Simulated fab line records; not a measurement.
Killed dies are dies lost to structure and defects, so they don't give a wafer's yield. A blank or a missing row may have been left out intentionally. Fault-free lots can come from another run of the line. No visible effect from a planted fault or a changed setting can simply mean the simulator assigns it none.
fab line records	flow n5-finfet
record lots=9	wafers=24	last-day=18
route steps=1938 shown FIN_CUT@165 STI_FIN_REVEAL@191 BEOL_M4@1111 PASSIVATION@1936
lots that met no fault: from a run of the same line without faults
start-h: hours from the record's opening day to when the first of the lot's shown wafers began	wait-h: time in hours since the lot's previous step	" the same as in the row above	L1.1+2: a row that stands for several wafers	- no value present, or no start provided	* or withheld: withheld	< > ~ a bound
route shown NAME@n: a module of which the file shows steps, and the number in the route of the first	usual: average and standard deviation across the fault-free wafers	same: alike in all rows	chamber/n: place in a boat	sites: readings site by site	_std_site: how widely they spread, as a standard deviation	_edge_site: the outer-site mean with the inner-site mean subtracted	radius-mm: for every site, how far away it sits from the centre of the wafer	mask NAME#n: copy n	behind: the tool/chamber that last shaped the wafer	hold: cause of the lot's hold/its duration in hours/its outcome	device: whichever transistor did not switch (one of n, p or np)	end of line: tests of these same wafers at the route's end	a step without rows: its recipe alone	killed: dies lost to structure and defects at the first sort, not the wafer's yield	map: the dies of a wafer, with x for killed, . for not killed, _ for no die there
set.NAME: setting as actually run; set.NAME@STEP: the setting as run at that earlier step	model.NAME: the simulator's own value behind a step, which no gauge read
the route's steps for a sample of lots (tables are steps, rows are wafers)
services: from which hour (start-h, from the record's first day; less than 0 if before it) a tool's chamber was out of use, for how many hours, and why
## steps
# step N5_FIN_CUT_INSPECT_10
# recipe mode=adi	inspect-instrument=brightfield
# usual raw-defect-count=45/13
lot.wafer	tool	chamber	start-h	wait-h	raw-defect-count
L823.1	defect-inspect-02	-	26.81	0.1	45
L823.3	"	-	"	"	46
L823.6	"	-	"	"	73
L829.2	defect-inspect-01	-	64.27	0.0	49
L829.5	"	-	"	"	46
L831.1	defect-inspect-02	-	74.94	0.1	50
L831.5	"	-	"	"	34
L832.1	defect-inspect-02	-	80.79	0.1	30
L832.5	"	-	"	"	24
L832.6	"	-	"	"	56
L835.1	defect-inspect-02	-	100.04	0.1	40
L835.3	"	-	"	"	35
L835.4	"	-	"	"	56
L842.3	defect-inspect-01	-	146.88	0.0	33
L842.4	"	-	"	"	30
L842.6	"	-	"	"	35
L844.2	defect-inspect-02	-	152.79	0.0	94
L844.4	"	-	"	"	47
L844.6	"	-	"	"	62
L845.5	defect-inspect-01	-	161.68	0.0	36
L845.6	"	-	"	"	48
L846.1	defect-inspect-01	-	163.99	0.1	39
L846.2	"	-	"	"	60
L846.3	"	-	"	"	34
# step N5_FIN_CUT_ETCH_20
# recipe chemistry=CF4	target=SiARC	target-depth-a=260	mask-material=CAR-EUV	time-s=43.3	ion-energy-ev=80	pressure-mtorr=40	source-w=545	bias-w=36	Ar_flow_sccm=100	cf4-flow-sccm=100	ends=cleared
# usual cf4-flow-sccm=99.9/0.31	chamber-pressure-mTorr=40.00/0.036	drypump-motor-current-A=5.6/0.43	etch-rf-on-time-s=43.6/1.1	oes-product-au=0.67/0.08	rf-vpp-V=184.3/1.1	showerhead-plenum-p-Torr=2.16/0.06	throttle-valve-pct=15.59/0.16
lot.wafer	tool	chamber	start-h	wait-h	cf4-flow-sccm	chamber-pressure-mTorr	drypump-motor-current-A	etch-rf-on-time-s	oes-product-au	rf-hours-counter-h	rf-vpp-V	showerhead-plenum-p-Torr	throttle-valve-pct
L823.1	rie-diel-02	2	26.90	0.0	100.1	39.94	5.6	43.6	0.68	116	184.7	2.16	15.40
L823.3	"	0	"	"	100.5	39.94	5.3	44.6	0.60	212	182.5	2.04	15.60
L823.6	"	1	"	"	99.7	39.99	4.9	44.4	0.61	-	183.9	2.20	15.65
L829.2	rie-diel-02	3	64.44	0.0	100.0	40.00	5.1	44.5	0.63	137	185.0	2.23	15.76
L829.5	"	1	"	"	99.4	40.01	4.9	44.8	0.60	-	186.0	2.20	15.66
L831.1	rie-diel-02	1	75.03	0.0	99.6	39.97	4.9	44.8	0.60	221	185.7	2.20	15.68
L831.5	"	1	"	"	100.3	39.97	4.9	45.0	0.59	-	182.4	2.20	15.66
L832.1	rie-diel-04	1	81.08	0.0	99.9	39.96	5.4	43.9	0.57	263	183.9	2.10	15.75
L832.5	"	2	"	"	99.7	40.01	6.4	42.1	0.79	-	183.7	2.20	15.60
L832.6	"	1	"	"	99.8	40.02	5.4	43.6	0.57	-	184.9	2.10	15.76
L835.1	rie-diel-05	2	100.13	0.0	99.7	39.99	5.5	44.2	0.80	15	183.7	2.19	15.39
L835.3	"	1	"	"	99.6	40.01	5.6	42.1	0.66	129	182.9	2.15	15.52
L835.4	"	1	"	"	100.1	40.03	5.6	42.3	0.66	-	183.4	2.15	15.51
L842.3	rie-diel-04	3	146.97	0.0	100.2	40.01	5.7	43.6	0.75	28	185.1	2.20	15.67
L842.4	"	0	"	"	99.4	39.97	5.9	42.3	0.67	-	185.8	2.14	15.41
L842.6	"	1	"	"	100.4	39.99	5.3	42.1	0.86	-	183.4	2.09	15.24
L844.2	rie-diel-04	1	152.87	0.0	99.7	39.99	5.4	42.3	0.83	3	183.1	2.09	15.26
L844.4	"	0	"	"	99.9	39.99	5.9	43.0	0.66	131	183.8	2.14	15.42
L844.6	"	3	"	"	100.3	39.99	5.7	43.9	0.75	-	183.3	2.19	15.67
L845.5	rie-diel-04	1	161.79	0.0	99.9	40.03	5.4	42.7	0.82	-	182.8	2.09	15.27
L845.6	"	2	"	"	99.8	39.97	6.3	42.2	0.76	-	184.3	2.19	15.64
L846.1	rie-diel-05	1	164.08	0.0	99.7	40.03	5.6	42.6	0.65	147	184.8	2.15	15.56
L846.2	"	0	"	"	100.2	39.99	6.2	43.9	0.64	163	185.6	2.22	15.85
L846.3	"	3	"	"	100.4	40.01	5.6	43.4	0.80	15	182.7	2.11	15.39
# step N5_STI_FIN_REVEAL_STRIP_24
# recipe chemistry=N2/H2	time-s=90	power-w=100	temp-c=40	pressure-mtorr=100	rf-frequency-hz=6e+07	bias-power-w=3	n2-flow-sccm=300	h2-flow-sccm=300
# usual chamber-pressure-mTorr=100.00/0.096	drypump-motor-current-A=5.9/0.53	oes-product-au=0.77/0.083	rf-vpp-V=45.3/0.86	showerhead-plenum-p-Torr=3.43/0.13	throttle-valve-pct=12.19/0.21
# same time-s=90
lot.wafer	tool	chamber	start-h	wait-h	chamber-pressure-mTorr	drypump-motor-current-A	oes-product-au	rf-hours-counter-h	rf-vpp-V	showerhead-plenum-p-Torr	throttle-valve-pct
L823.1	rie-diel-01	1	34.28	0.0	99.95	5.8	0.70	207	45.3	3.19	12.04
L823.3	"	0	"	"	100.14	6.3	0.82	70	46.4	3.55	11.92
L823.6	"	3	"	"	99.91	6.6	0.73	-	46.6	3.48	12.32
L829.2	rie-diel-01	3	71.32	0.0	100.00	6.6	0.72	216	44.7	3.48	12.37
L829.5	"	3	"	"	100.04	6.6	0.72	-	45.1	3.48	12.38
L831.1	rie-diel-06	2	81.80	0.0	100.05	6.3	0.71	209	44.3	3.36	12.45
L831.5	"	3	"	"	100.00	5.4	0.69	-	45.6	3.19	12.43
L832.1	rie-diel-06	2	87.69	0.0	99.90	6.3	0.72	209	46.9	3.36	12.44
L832.5	"	1	"	"	99.98	6.6	0.76	-	44.1	3.49	12.15
L832.6	"	2	"	"	99.92	6.3	0.71	-	44.6	3.36	12.43
L835.1	rie-diel-01	2	108.65	0.0	100.08	5.2	0.89	29	46.2	3.61	11.94
L835.3	"	3	"	"	99.98	6.6	0.71	231	46.0	3.47	12.40
L835.4	"	3	"	"	99.90	6.6	0.71	-	46.6	3.47	12.40
L842.3	rie-diel-03	0	155.35	0.0	100.13	5.2	0.91	21	45.7	3.44	11.80
L842.4	"	3	"	"	100.09	6.0	0.80	93	43.1	3.25	12.03
L842.6	"	1	"	"	100.07	5.5	0.73	-	44.4	3.49	12.31
L844.2	rie-diel-06	1	159.89	0.0	100.13	6.6	0.73	198	46.0	3.48	12.23
L844.4	"	0	"	"	99.83	5.8	0.71	-	46.0	3.48	12.29
L844.6	"	2	"	"	99.95	6.3	0.70	-	45.0	3.34	12.53
L845.5	rie-diel-01	0	171.54	0.0	100.06	6.4	0.77	-	44.9	3.53	12.02
L845.6	"	3	"	"	100.20	6.6	0.68	-	45.6	3.46	12.48
L846.1	rie-diel-06	1	174.65	0.0	99.98	6.6	0.71	204	46.1	3.48	12.23
L846.2	"	3	"	"	100.09	5.4	0.97	1	45.4	3.58	11.85
L846.3	"	0	"	"	100.04	5.8	0.70	218	46.2	3.47	12.31
# step N5_STI_FIN_REVEAL_RECESS_09
# recipe chemistry=HF/NH3	target=SiO2	afs-cycles=11	target-depth-a=425	temp-c=30	sublimation-temp-c=180	sublimation-time-s=60
# usual drypump-motor-current-A=5.7/0.51
lot.wafer	tool	chamber	start-h	wait-h	drypump-motor-current-A
L823.1	vapor-etch-01	0	34.64	0.2	5.1
L823.3	"	0	"	"	5.1
L823.6	"	1	"	"	6.2
L829.2	vapor-etch-01	1	71.54	0.0	6.2
L829.5	"	0	72.60	1.1	5.1
L831.1	vapor-etch-01	0	82.01	0.0	5.1
L831.5	"	1	83.07	1.1	6.2
L832.1	vapor-etch-01	1	87.91	0.0	6.2
L832.5	"	0	88.97	1.1	5.0
L832.6	"	1	"	"	6.2
L835.1	vapor-etch-02	0	108.86	0.0	6.3
L835.3	"	0	"	"	6.2
L835.4	"	1	"	"	5.5
L842.3	vapor-etch-01	1	156.10	0.6	6.2
L842.4	"	0	"	"	5.0
L842.6	"	0	"	"	5.1
L844.2	vapor-etch-01	1	160.10	0.0	6.2
L844.4	"	0	"	"	5.1
L844.6	"	0	"	"	5.0
L845.5	vapor-etch-02	1	172.77	1.1	5.5
L845.6	"	0	"	"	6.3
L846.1	vapor-etch-01	0	174.86	0.0	5.0
L846.2	"	0	"	"	5.0
L846.3	"	0	"	"	5.0
# step N5_STI_FIN_REVEAL_FIN_H_MEAS_10
# usual trench-depth-nm=52.3/0.74
lot.wafer	tool	chamber	start-h	wait-h	trench-depth-nm
L823.1	ocd-02	-	37.34	0.0	51.4
L823.3	"	-	"	"	50.8
L823.6	"	-	"	"	51.7
L829.2	ocd-01	-	74.24	0.0	41.5
L829.5	"	-	"	"	41.4
L831.1	ocd-02	-	84.72	0.0	51.1
L831.5	"	-	"	"	39.2
L832.1	ocd-02	-	90.61	0.0	52.0
L832.5	"	-	"	"	40.9
L832.6	"	-	"	"	51.8
L835.1	ocd-01	-	111.67	0.0	53.5
L835.3	"	-	"	"	53.0
L835.4	"	-	"	"	52.9
L842.3	ocd-01	-	158.27	0.0	52.6
L842.4	"	-	"	"	52.1
L842.6	"	-	"	"	52.0
L844.2	ocd-02	-	162.82	0.0	52.8
L844.4	"	-	"	"	52.1
L844.6	"	-	"	"	51.2
L845.5	ocd-01	-	174.41	0.0	51.7
L845.6	"	-	"	"	51.7
L846.1	ocd-02	-	179.15	0.0	52.8
L846.2	"	-	"	"	52.3
L846.3	"	-	"	"	53.2
# step N5_BEOL_M4_RC_MEAS_101
# usual DIBL_N=35.7/1.5	DIBL_P=35.7/2	IOFF_N=0.155/0.026	IOFF_P=0.20/0.031	ION_N=675/11	ION_P=462/7.1	SS_N=71.3/0.57	SS_P=73.1/0.56	VT_N=250/3	VT_P=-251/3
lot.wafer	tool	chamber	start-h	wait-h	DIBL_N[mV/V]	DIBL_P[mV/V]	IOFF_N[nA/um]	IOFF_P[nA/um]	ION_N[uA/um]	ION_P[uA/um]	SS_N[mV/dec]	SS_P[mV/dec]	VT_N[mV]	VT_P[mV]
L823.1	prober-02	0	175.87	0.0	36.7	36.3	0.153	0.21	667	459	71.6	72.7	251	-252
L823.3	"	0	"	"	37.2	36.8	0.171	0.23	673	459	71.7	73.6	250	-249
L823.6	"	0	"	"	35.3	34.4	0.142	0.18	666	461	71.2	72.6	252	-251
L829.2	prober-01	0	216.71	0.2	36.2	37.5	0.178	0.24	685	470	71.6	72.9	246	-247
L829.5	"	0	"	"	35.3	36.8	0.169	0.22	686	475	70.8	72.9	247	-250
L832.1	prober-01	0	224.64	0.0	34.8	33.6	0.122	0.17	652	450	71.1	73.1	255	-256
L832.5	"	0	"	"	36.7	35.2	0.161	0.18	677	459	71.2	73.7	248	-256
L832.6	"	0	"	"	36.9	35.2	0.152	0.19	675	450	71.0	72.9	253	-256
L831.1	prober-01	0	225.57	0.7	36.5	35.5	0.148	0.22	666	462	71.8	73.4	252	-249
L831.5	"	0	"	"	37.2	35.3	0.156	0.22	662	453	71.4	73.3	254	-246
L835.1	prober-01	0	252.89	0.0	35.4	35.9	0.176	0.23	693	478	71.7	73.7	246	-247
L835.3	"	0	"	"	34.8	35.0	0.153	0.21	682	471	70.9	73.1	249	-248
L835.4	"	0	"	"	34.9	34.9	0.155	0.21	678	470	70.7	73.3	248	-250
L842.3	prober-01	0	286.34	0.3	34.8	33.1	0.112	0.18	654	458	71.0	72.4	255	-251
L842.4	"	0	"	"	36.9	36.3	0.160	0.23	682	474	71.2	73.0	248	-247
L842.6	"	0	"	"	36.3	35.8	0.146	0.22	679	468	71.5	72.6	250	-249
L844.2	prober-02	0	312.09	0.2	31.0	29.9	0.093	0.14	657	459	69.6	71.6	255	-254
L844.4	"	0	"	"	36.2	35.2	0.162	0.20	678	460	71.8	73.4	248	-250
L844.6	"	0	"	"	37.6	38.5	0.201	0.26	679	464	71.5	73.3	249	-248
L845.5	prober-01	0	312.16	0.6	36.4	38.0	0.163	0.20	666	459	71.1	73.1	246	-252
L845.6	"	0	"	"	37.0	39.4	0.172	0.22	676	464	71.1	73.1	249	-251
L846.1	prober-02	0	320.07	0.0	36.7	38.3	0.173	0.21	680	466	72.6	73.2	247	-251
L846.2	"	0	"	"	37.4	38.4	0.189	0.22	674	461	71.5	73.3	246	-251
L846.3	"	0	"	"	35.5	37.9	0.159	0.21	683	462	72.3	72.8	249	-250
# step N5_PASSIVATION_PROBE_49
# usual defect-limited-yield=91.4/1.5	killed_at_M0_to_M3=34/10	killed_at_M4_up=15/6	killed-at-contacts=12/6	killed-at-front-end=37/11	killed-at-other=3.3/2.8	killed-dies=101/18	killed-open=66/14	killed-short=33/7.8	sort_bin_5_function=5.0/0.97	sort_bin_6_memory=3.2/0.72	sort-n-pass=1079/18	sort-yield-pct=91.4/1.5
# same gross-dies=1180	killed-at-back-side=0	sort_bin_4_leakage[%]=0	sort_bin_8_speed[%]=0
lot.wafer	tool	chamber	start-h	wait-h	defect-limited-yield[%]	killed_at_M0_to_M3	killed_at_M4_up	killed-at-contacts	killed-at-front-end	killed-at-other	killed-dies	killed-open	killed-short	sort_bin_5_function[%]	sort_bin_6_memory[%]	sort-n-pass	sort-yield-pct[%]
L831.5	prober-01	-	330.48	0.2	87.5	61	32	14	40	0	147	86	57	6.4	5.3	1033	87.5
# killed by level:class
L831.5 BEOL_M0_SAQP:geometric-particle:short=21 BEOL_M4:geometric-particle:open=17 BEOL_M0_SAQP:geometric-particle:open=14 MOL_CONTACT_COAG:geometric-particle:open=9 BEOL_M2:geometric-particle:open=8 FIN_SAQP:geometric-particle:short=6 BEOL_M1:geometric-particle:open=6 FIN_SAQP:geometric-particle:open=5
## services
tool	chamber	start-h	hours	kind
rie-diel-03	2	4.55	8.3	repair
rie-diel-02	2	19.97	4.2	repair
rie-diel-03	1	26.25	10.1	repair
rie-diel-04	2	27.76	-	clean
rie-diel-04	2	27.76	-	consumable-replace:focus-ring
rie-diel-04	2	27.76	11.5	scheduled-down
rie-diel-04	2	27.76	11.5	vent-cycle
rie-diel-04	3	28.67	77.2	repair
vapor-etch-02	-	33.94	0.8	repair
rie-diel-05	3	55.54	9.2	repair
rie-diel-04	0	57.00	4.1	repair
rie-diel-05	2	63.93	2.1	repair
rie-diel-01	1	66.24	16.2	repair
rie-diel-06	0	95.43	9.2	repair
rie-diel-01	0	107.19	29.5	repair
rie-diel-05	1	112.71	3.3	repair
rie-diel-04	2	143.32	5.9	repair
rie-diel-04	-	144.48	0.2	repair
rie-diel-02	2	145.20	5.7	repair
rie-diel-06	2	169.03	5.1	repair
vapor-etch-01	1	171.79	3.4	repair
rie-diel-01	3	172.08	16.0	repair
rie-diel-02	-	174.67	14.6	pm
rie-diel-01	1	175.77	9.0	repair
## key
first-sign step=N5_STI_FIN_REVEAL_FIN_H_MEAS_10	reading=trench-depth-nm	direction=down	sigmas=15	usual=52.3	struck=40.7
effect none on later readings
met-at N5_STI_FIN_REVEAL_RECESS_09
struck-lots L829,L831,L832
struck-wafers L829.2,L829.5,L831.5,L832.5
not-acting-at N5_FIN_CUT_INSPECT_10,N5_FIN_CUT_ETCH_20,N5_STI_FIN_REVEAL_STRIP_24
onset-between 34.64 71.54
fault kind=process-parameter-drift	tool=vapor-etch-01	chamber=-	onset-h=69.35	steps=N5_STI_FIN_REVEAL_RECESS_09	channel=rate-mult	offset=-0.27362	shape=step	end-h=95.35	scope=struck-wafers-only
